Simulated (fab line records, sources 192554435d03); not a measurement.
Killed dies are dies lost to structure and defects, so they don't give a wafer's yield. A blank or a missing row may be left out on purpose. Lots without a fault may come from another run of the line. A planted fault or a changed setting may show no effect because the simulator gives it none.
Which tool did it? | flow n5_finfet | 24 lots, 72 wafers sampled, at 5 steps of a route of 1938

WHAT THE GAUGES READ, wafer by wafer
N5_WELL_APT_OVL_MEAS_09. Usual: NWELL_OVL 1 nm, standard deviation 5.6.
lot  | measured    | on         | NWELL_OVL (nm) | flag
L074 | day 1 13:41 | overlay-02 | -8 -5 -6       |
L075 | day 1 19:53 | overlay-02 | 0 -4 -10       |
L076 | day 2 01:43 | overlay-02 | 0 3 -3         |
L077 | day 2 07:46 | overlay-02 | 15 4 11        |
L078 | day 2 13:37 | overlay-02 | -2 -1 -9       |
L079 | day 2 20:10 | overlay-01 | 0 -3 -8        |
L080 | day 3 01:42 | overlay-01 | 0 -2 -2        |
L081 | day 3 07:40 | overlay-02 | 4 2 1          |
L082 | day 3 14:29 | overlay-01 | 2 -3 0         |
L083 | day 3 19:35 | overlay-01 | -4 -6 -11      |
L084 | day 4 01:35 | overlay-02 | 3 8 7          |
L085 | day 4 07:38 | overlay-02 | -6 -1 4        |
L086 | day 4 13:38 | overlay-01 | 1 3 -4         |
L087 | day 4 20:06 | overlay-01 | 8 1 -1         |
L088 | day 5 01:45 | overlay-01 | -8 0 -2        |
L089 | day 5 07:35 | overlay-01 | -6 0 3         |
L090 | day 5 13:35 | overlay-02 | 2 1 -2         |
L091 | day 5 19:35 | overlay-02 | 0 2 0          |
L092 | day 6 01:45 | overlay-01 | 12 7 10        |
L093 | day 6 07:37 | overlay-01 | 5 7 11         |
L094 | day 6 16:32 | overlay-02 | 11 -2 1        |
L095 | day 6 19:37 | overlay-02 | 3 2 -4         |
L096 | day 7 01:35 | overlay-02 | 8 7 3          |
L097 | day 7 07:43 | overlay-02 | -3 -1 -2       |

N5_PMOS_HMC_CHANNEL_EPI_CD_MEAS_09: target cd 237.4 nm. Usual: cd_nm 237.6 nm, standard deviation 0.77.
lot  | measured    | on        | cd_nm (nm)        | flag
L074 | day 1 16:56 | cd_sem-02 | 237.4 237.3 237.2 |
L075 | day 1 23:49 | cd_sem-01 | 237.5 237.6 237.6 |
L076 | day 2 05:07 | cd_sem-02 | 238.3 238.7 237.8 |
L077 | day 2 11:14 | cd_sem-02 | 237.7 238.0 237.5 |
L078 | day 2 17:05 | cd_sem-02 | 237.4 237.4 236.5 |
L079 | day 3 00:12 | cd_sem-03 | 238.0 237.3 237.1 |
L080 | day 3 05:22 | cd_sem-02 | 237.1 237.6 238.4 |
L081 | day 3 11:25 | cd_sem-02 | 238.5 237.2 237.7 |
L082 | day 3 17:58 | cd_sem-03 | 238.8 238.7 238.6 |
L083 | day 4 01:32 | cd_sem-01 | 237.0 236.9 237.2 |
L084 | day 4 05:07 | cd_sem-01 | 237.7 237.5 237.5 |
L085 | day 4 11:10 | cd_sem-03 | 236.8 237.5 237.9 |
L086 | day 4 17:29 | cd_sem-02 | 235.8 236.9 237.4 |
L087 | day 4 23:58 | cd_sem-01 | 236.5 236.4 236.0 |
L088 | day 5 05:49 | cd_sem-02 | 237.9 235.6 236.1 |
L089 | day 5 11:19 | cd_sem-03 | 236.9 237.6 237.4 |
L090 | day 5 17:02 | cd_sem-03 | 238.7 237.6 238.4 |
L091 | day 5 23:11 | cd_sem-02 | 238.3 238.4 237.6 |
L092 | day 6 05:04 | cd_sem-03 | 236.0 237.6 237.5 |
L093 | day 6 12:05 | cd_sem-02 | 237.6 238.5 237.9 |
L094 | day 6 19:52 | cd_sem-03 | 238.3 239.8 237.5 |
L095 | day 6 22:46 | cd_sem-01 | 237.7 237.7 236.4 |
L096 | day 7 05:05 | cd_sem-03 | 236.6 237.6 237.3 |
L097 | day 7 11:14 | cd_sem-03 | 237.4 236.9 236.7 |

N5_FIN_SAQP_CD_MEAS_16: target cd 35.6 nm. Usual: cd_nm 35.6 nm, standard deviation 0.31.
lot  | measured    | on        | cd_nm (nm)     | flag
L074 | day 1 21:47 | cd_sem-02 | 35.9 35.7 35.7 |
L075 | day 2 04:22 | cd_sem-03 | 35.6 35.7 35.6 |
L076 | day 2 09:41 | cd_sem-03 | 35.9 35.4 35.1 |
L077 | day 2 16:05 | cd_sem-01 | 35.6 35.6 35.5 |
L078 | day 2 21:43 | cd_sem-03 | 35.5 35.0 35.6 |
L079 | day 3 06:05 | cd_sem-02 | 35.2 34.9 34.8 |
L080 | day 3 10:01 | cd_sem-03 | 35.8 35.4 35.8 |
L081 | day 3 17:37 | cd_sem-01 | 35.5 35.5 35.1 |
L082 | day 3 22:22 | cd_sem-02 | 35.9 35.2 35.4 |
L083 | day 4 06:05 | cd_sem-01 | 35.9 36.0 36.1 |
L084 | day 4 09:46 | cd_sem-01 | 35.4 35.0 35.3 |
L085 | day 4 15:23 | cd_sem-02 | 35.9 35.8 35.4 |
L086 | day 5 00:13 | cd_sem-01 | 35.1 35.0 35.4 |
L087 | day 5 05:31 | cd_sem-01 | 35.4 36.0 35.4 |
L088 | day 5 09:58 | cd_sem-01 | 35.5 35.7 35.4 |
L089 | day 5 15:49 | cd_sem-01 | 35.5 35.9 35.8 |
L090 | day 5 21:13 | cd_sem-02 | 35.4 35.9 35.9 |
L091 | day 6 03:26 | cd_sem-02 | 36.1 36.0 35.4 |
L092 | day 6 09:44 | cd_sem-01 | 35.8 36.0 35.6 |
L093 | day 6 16:19 | cd_sem-02 | 35.5 35.8 35.9 |
L094 | day 6 23:54 | cd_sem-03 | 35.4 35.9 35.5 |
L095 | day 7 03:47 | cd_sem-02 | 36.0 35.9 35.3 |
L096 | day 7 09:42 | cd_sem-03 | 35.6 35.1 35.5 |
L097 | day 7 16:01 | cd_sem-01 | 35.4 35.8 35.2 |

WHICH TOOL RAN EACH LOT (tool, then ch and the chambers of the sampled wafers, then the start)
lot  | N5_ZERO_LAYER_ETCH_17             | N5_PMOS_HMC_CHANNEL_EPI_EPI_26
L074 | rie_diel-04 ch 1,2, day 1 12:49   | epi_rpcvd-04 ch 0, day 1 20:00
L075 | rie_diel-03 ch 2,3, day 1 18:59   | epi_rpcvd-03 ch 0, day 2 02:47
L076 | rie_diel-03 ch 1,3, day 2 00:50   | epi_rpcvd-03 ch 0, day 2 08:04
L077 | rie_diel-03 ch 0,1,3, day 2 06:54 | epi_rpcvd-04 ch 0, day 2 14:29
L078 | rie_diel-03 ch 0,1,2, day 2 12:43 | epi_rpcvd-01 ch 0, day 2 20:03
L079 | rie_diel-03 ch 0,1, day 2 18:58   | epi_rpcvd-04 ch 0, day 3 04:08
L080 | rie_diel-03 ch 0,1,3, day 3 00:48 | epi_rpcvd-01 ch 0, day 3 08:16
L081 | rie_diel-03 ch 1,2, day 3 06:44   | epi_rpcvd-03 ch 0, day 3 14:55
L082 | rie_diel-04 ch 0,1,2, day 3 13:35 | epi_rpcvd-04 ch 0, day 3 20:28
L083 | rie_diel-04 ch 0,1, day 3 18:43   | epi_rpcvd-01 ch 0, day 4 04:08
L084 | rie_diel-04 ch 2,3, day 4 00:43   | epi_rpcvd-04 ch 0, day 4 07:58
L085 | rie_diel-06 ch 0,1,2, day 4 06:45 | epi_rpcvd-03 ch 0, day 4 13:37
L086 | rie_diel-03 ch 0,2, day 4 12:46   | epi_rpcvd-01 ch 0, day 4 20:25
L087 | rie_diel-06 ch 0,2, day 4 19:14   | epi_rpcvd-03 ch 0, day 5 03:34
L088 | rie_diel-04 ch 1,2,3, day 5 00:53 | epi_rpcvd-01 ch 0, day 5 08:19
L089 | rie_diel-06 ch 1,2,3, day 5 06:43 | epi_rpcvd-03 ch 0, day 5 14:04
L090 | rie_diel-04 ch 0,1,2, day 5 12:43 | epi_rpcvd-01 ch 0, day 5 19:31
L091 | rie_diel-06 ch 0,2, day 5 18:43   | epi_rpcvd-03 ch 0, day 6 01:38
L092 | rie_diel-06 ch 0,3, day 6 00:50   | epi_rpcvd-03 ch 0, day 6 08:03
L093 | rie_diel-04 ch 1,2,3, day 6 06:43 | epi_rpcvd-03 ch 0, day 6 14:44
L094 | rie_diel-04 ch 0,3, day 6 15:39   | epi_rpcvd-03 ch 0, day 6 22:19
L095 | rie_diel-03 ch 1,2, day 6 18:44   | epi_rpcvd-01 ch 0, day 7 01:41
L096 | rie_diel-04 ch 1,2,3, day 7 00:43 | epi_rpcvd-03 ch 0, day 7 08:08
L097 | rie_diel-03 ch 0,1,3, day 7 06:49 | epi_rpcvd-01 ch 0, day 7 14:06
- N5_ZERO_LAYER_ETCH_17: etches SiO2 in CF4, target depth 12 nm, time 13.3 s.
- N5_PMOS_HMC_CHANNEL_EPI_EPI_26: deposits Si from SiH4/H2, target thk 3.8 nm, time 22.7 s.

WHAT THE TOOLS THEMSELVES READ (means of the sampled wafers that have a number; where no wafer has one, the mark that the record gives instead)
N5_ZERO_LAYER_ETCH_17. Usual: drypump_motor_current_A 5.9 A, standard deviation 0.36; oes_product_au 0.77 a.u., standard deviation 0.09; rf_fwd_power_W 446.5 W, standard deviation 1.5; rf_vpp_V 950 V, standard deviation 3.5; showerhead_plenum_p_Torr 2.17 Torr, standard deviation 0.057; throttle_valve_pct 15.69 %, standard deviation 0.28.
lot  | tool        | drypump_motor_current_A (A) | oes_product_au (a.u.) | rf_fwd_power_W (W) | rf_vpp_V (V) | showerhead_plenum_p_Torr (Torr) | throttle_valve_pct (%) | flag
L074 | rie_diel-04 | 5.6                         | 0.78                  | 447.3              | 950          | 2.18                            | 15.60                  |
L075 | rie_diel-03 | 6.3                         | 0.73                  | 446.5              | 949          | 2.16                            | 15.69                  |
L076 | rie_diel-03 | 6.2                         | 0.79                  | 446.3              | 954          | 2.24                            | 15.83                  |
L077 | rie_diel-03 | 6.0                         | 0.86                  | 447.3              | 952          | 2.20                            | 15.50                  |
L078 | rie_diel-03 | 6.0                         | 0.83                  | 447.2              | 949          | 2.15                            | 15.57                  |
L079 | rie_diel-03 | 5.9                         | 0.85                  | 447.8              | 951          | 2.19                            | 15.64                  |
L080 | rie_diel-03 | 6.0                         | 0.86                  | 446.9              | 952          | 2.19                            | 15.51                  |
L081 | rie_diel-03 | 6.2                         | 0.72                  | 447.1              | 949          | 2.15                            | 15.85                  |
L082 | rie_diel-04 | 5.8                         | 0.75                  | 445.8              | 948          | 2.14                            | 15.76                  |
L083 | rie_diel-04 | 6.0                         | 0.70                  | 445.5              | 948          | 2.15                            | 15.96                  |
L084 | rie_diel-04 | 5.6                         | 0.85                  | 445.9              | 947          | 2.11                            | 15.52                  |
L085 | rie_diel-06 | 5.6                         | 0.77                  | 445.2              | 950          | 2.17                            | 15.84                  |
L086 | rie_diel-03 | 6.1                         | 0.77                  | 446.4              | 946          | 2.11                            | 15.54                  |
L087 | rie_diel-06 | 5.5                         | 0.76                  | 444.8              | 952          | 2.20                            | 15.71                  |
L088 | rie_diel-04 | 5.6                         | 0.79                  | 446.1              | 949          | 2.15                            | 15.59                  |
L089 | rie_diel-06 | 5.6                         | 0.74                  | 446.6              | 951          | 2.16                            | 15.84                  |
L090 | rie_diel-04 | 5.8                         | 0.74                  | 445.8              | 949          | 2.14                            | 15.79                  |
L091 | rie_diel-06 | 5.4                         | 0.81                  | 448.1              | 951          | 2.18                            | 15.76                  |
L092 | rie_diel-06 | 5.8                         | 0.69                  | 446.6              | 952          | 2.20                            | 15.68                  |
L093 | rie_diel-04 | 5.5                         | 0.78                  | 447.4              | 950          | 2.15                            | 15.63                  |
L094 | rie_diel-04 | 6.0                         | 0.72                  | 447.0              | 947          | 2.13                            | 15.95                  |
L095 | rie_diel-03 | 6.2                         | 0.83                  | 446.8              | 951          | 2.19                            | 15.80                  |
L096 | rie_diel-04 | 5.6                         | 0.78                  | 445.6              | 949          | 2.15                            | 15.63                  |
L097 | rie_diel-03 | 6.0                         | 0.81                  | 446.6              | 951          | 2.18                            | 15.57                  |

N5_PMOS_HMC_CHANNEL_EPI_EPI_26. Usual: lamp_inner_pct 15.5 %, standard deviation 1.2; throttle_valve_pct 11.1 %, standard deviation 0.33.
lot  | tool         | lamp_inner_pct (%) | throttle_valve_pct (%) | flag
L074 | epi_rpcvd-04 | 14.3               | 10.8                   |
L075 | epi_rpcvd-03 | 16.8               | 11.4                   |
L076 | epi_rpcvd-03 | 16.8               | 11.3                   |
L077 | epi_rpcvd-04 | 14.3               | 10.7                   |
L078 | epi_rpcvd-01 | 14.5               | 11.0                   |
L079 | epi_rpcvd-04 | 14.3               | 10.7                   |
L080 | epi_rpcvd-01 | 14.6               | 11.0                   |
L081 | epi_rpcvd-03 | 16.9               | 11.2                   |
L082 | epi_rpcvd-04 | 14.3               | 10.7                   |
L083 | epi_rpcvd-01 | 14.5               | 11.1                   |
L084 | epi_rpcvd-04 | 14.3               | 10.6                   |
L085 | epi_rpcvd-03 | 16.8               | 11.6                   |
L086 | epi_rpcvd-01 | 14.5               | 11.1                   |
L087 | epi_rpcvd-03 | 16.9               | 11.5                   |
L088 | epi_rpcvd-01 | 14.6               | 11.1                   |
L089 | epi_rpcvd-03 | 16.7               | 11.4                   |
L090 | epi_rpcvd-01 | 14.5               | 11.1                   |
L091 | epi_rpcvd-03 | 16.8               | 11.4                   |
L092 | epi_rpcvd-03 | 16.9               | 11.5                   |
L093 | epi_rpcvd-03 | 16.8               | 11.5                   |
L094 | epi_rpcvd-03 | 16.8               | 11.3                   |
L095 | epi_rpcvd-01 | 14.5               | 11.0                   |
L096 | epi_rpcvd-03 | 16.7               | 11.5                   |
L097 | epi_rpcvd-01 | 14.6               | 11.0                   |

THE ANSWER, worked out from the rows above alone
Rule: a lot is off if the mean of its wafers that have a number lies more than 3 standard deviations from the usual mean. A lot without any number at a reading at which 4 lots or more have one is off too. The other lots that the step has rows for count as sound. The gauges are gone through in route order, then the tools' own readings, and for those a lot's mean is taken as printed above. The first step at which some lot is off is used, and at that step the reading that is off furthest; a lot without a number counts as furthest.
No lot is off at any reading shown: from this, nothing can be told.

WHAT THE SIMULATOR HAD PUT IN
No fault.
